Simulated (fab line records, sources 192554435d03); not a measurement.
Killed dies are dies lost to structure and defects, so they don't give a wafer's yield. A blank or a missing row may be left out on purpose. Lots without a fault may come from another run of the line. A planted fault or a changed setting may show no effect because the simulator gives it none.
Split-lot experiment | flow n5_finfet | 7 lots, 39 wafers read, on a route of 1938 steps

THE SPLIT
At N5_MOL_CONTACT_COAG_CVD_140 (deposits W, target thk 66.5 nm, time 215 s), the setting target_thk_a was moved away from the recipe's 665 angstrom on 12 of the 39 wafers read, by -6.6% to +9.3%. The other wafers ran this setting at the recipe's value.

The reading is taken at the split's own step.

THE READING
W_of_MOL_CONTACT_COAG_CVD_140.thk_nm (the simulator's own value, which no gauge read), in nm, at N5_MOL_CONTACT_COAG_CVD_140 (deposits W, target thk 66.5 nm, time 215 s). The file gives no usual value for it. The 27 wafers here that ran the recipe average 66.6 nm, standard deviation 0.88 nm.

wafer  | tool, chamber at the split | target_thk_a as run, angstrom | against the recipe | W_of_MOL_CONTACT_COAG_CVD_140.thk_nm, nm | against lot-mates on the recipe
L077.1 | cvd_w-02, 0                | 726.9                         | +9.3%              | 71.6                                     | +5.4
L077.2 | cvd_w-02, 1                | 665                           | recipe             | 66.4                                     | -
L077.6 | cvd_w-02, 1                | 665                           | recipe             | 66.4                                     | -
L077.3 | cvd_w-02, 1                | 726.9                         | +9.3%              | 73                                       | +6.8
L077.4 | cvd_w-02, 0                | 726.9                         | +9.3%              | 71.4                                     | +5.2
L077.5 | cvd_w-02, 0                | 665                           | recipe             | 65.8                                     | -
L078.1 | cvd_w-01, 0                | 621.4                         | -6.6%              | 62.2                                     | -4.6
L078.4 | cvd_w-01, 0                | 621.4                         | -6.6%              | 62.2                                     | -4.6
L078.2 | cvd_w-01, 1                | 665                           | recipe             | 66.4                                     | -
L078.3 | cvd_w-01, 1                | 665                           | recipe             | 67                                       | -
L078.6 | cvd_w-01, 1                | 665                           | recipe             | 67                                       | -
L078.5 | cvd_w-01, 0                | 621.4                         | -6.6%              | 62                                       | -4.8
L080.1 | cvd_w-01, 0                | 665                           | recipe             | 66                                       | -
L080.3 | cvd_w-01, 0                | 665                           | recipe             | 66                                       | -
L080.5 | cvd_w-01, 0                | 665                           | recipe             | 66                                       | -
L080.2 | cvd_w-01, 1                | 665                           | recipe             | 66.6                                     | -
L080.4 | cvd_w-01, 1                | 665                           | recipe             | 67.2                                     | -
L080.6 | cvd_w-01, 1                | 665                           | recipe             | 67.2                                     | -
L081.1 | cvd_w-01, 0                | 665                           | recipe             | 67.2                                     | -
L081.2 | cvd_w-01, 1                | 665                           | recipe             | 67.4                                     | -
L081.3 | cvd_w-01, 1                | 665                           | recipe             | 67.8                                     | -
L084.1 | cvd_w-01, 0                | 665                           | recipe             | 67.4                                     | -
L084.4 | cvd_w-01, 0                | 665                           | recipe             | 67.4                                     | -
L084.2 | cvd_w-01, 1                | 724.6                         | +9.0%              | 73.4                                     | +5.8
L084.3 | cvd_w-01, 1                | 724.6                         | +9.0%              | 74.2                                     | +6.6
L084.5 | cvd_w-01, 1                | 665                           | recipe             | 68                                       | -
L084.6 | cvd_w-01, 0                | 724.6                         | +9.0%              | 72.6                                     | +5.0
L089.1 | cvd_w-01, 1                | 628.3                         | -5.5%              | 63.8                                     | -3.8
L089.6 | cvd_w-01, 1                | 628.3                         | -5.5%              | 63.8                                     | -3.8
L089.2 | cvd_w-01, 0                | 665                           | recipe             | 67.6                                     | -
L089.3 | cvd_w-01, 1                | 628.3                         | -5.5%              | 63.2                                     | -4.4
L089.4 | cvd_w-01, 0                | 665                           | recipe             | 67.4                                     | -
L089.5 | cvd_w-01, 0                | 665                           | recipe             | 67.8                                     | -
L096.1 | cvd_w-02, 1                | 665                           | recipe             | 66.6                                     | -
L096.2 | cvd_w-02, 0                | 665                           | recipe             | 64.6                                     | -
L096.3 | cvd_w-02, 0                | 665                           | recipe             | 64.8                                     | -
L096.4 | cvd_w-02, 1                | 665                           | recipe             | 66.2                                     | -
L096.5 | cvd_w-02, 1                | 665                           | recipe             | 65.8                                     | -
L096.6 | cvd_w-02, 0                | 665                           | recipe             | 65.4                                     | -

THE FIT
A straight line over all 39 wafers: W_of_MOL_CONTACT_COAG_CVD_140.thk_nm changes by +0.651 nm for each +1% of target_thk_a; r = +0.95; the points scatter about the line by 0.89 nm.
The same after taking each lot's own level away (the mean of its wafers on the recipe; 39 wafers): +0.662 nm for each +1%; r = +0.98; scatter 0.51 nm.
On that fit, the largest move of target_thk_a shifts the reading by 6.2 nm.
The lots' own levels span 65.57 to 67.60 nm, that is 2.3 times the standard deviation above.
So the lot-to-lot level changes the slope little: the two slopes agree.
Check: with one of the wafers moved furthest among these (+9.3%) left out of the fit, the line predicts +6.18 nm for it against its lot-mates. It came out at +5.4 nm against them.

OTHER SPLITS ON THESE WAFERS
These wafers also went through other splits before the reading. Each is held against what the fit with the lots' levels taken away leaves over:
other split on the same wafers  | wafers away from the commonest value | r with W_of_MOL_CONTACT_COAG_CVD_140.thk_nm (lot level and that fit taken away)
N5_DUMMY_GATE_EXPOSE_12 dose_mj | 15                                   | -0.16
N5_HKMG_FIN_ETCH_58 source_w    | 15                                   | +0.15

THE FILE'S OWN FIT
W_of_MOL_CONTACT_COAG_CVD_140.thk_nm changes by +0.66 nm for each +1% of target_thk_a, r = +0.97.
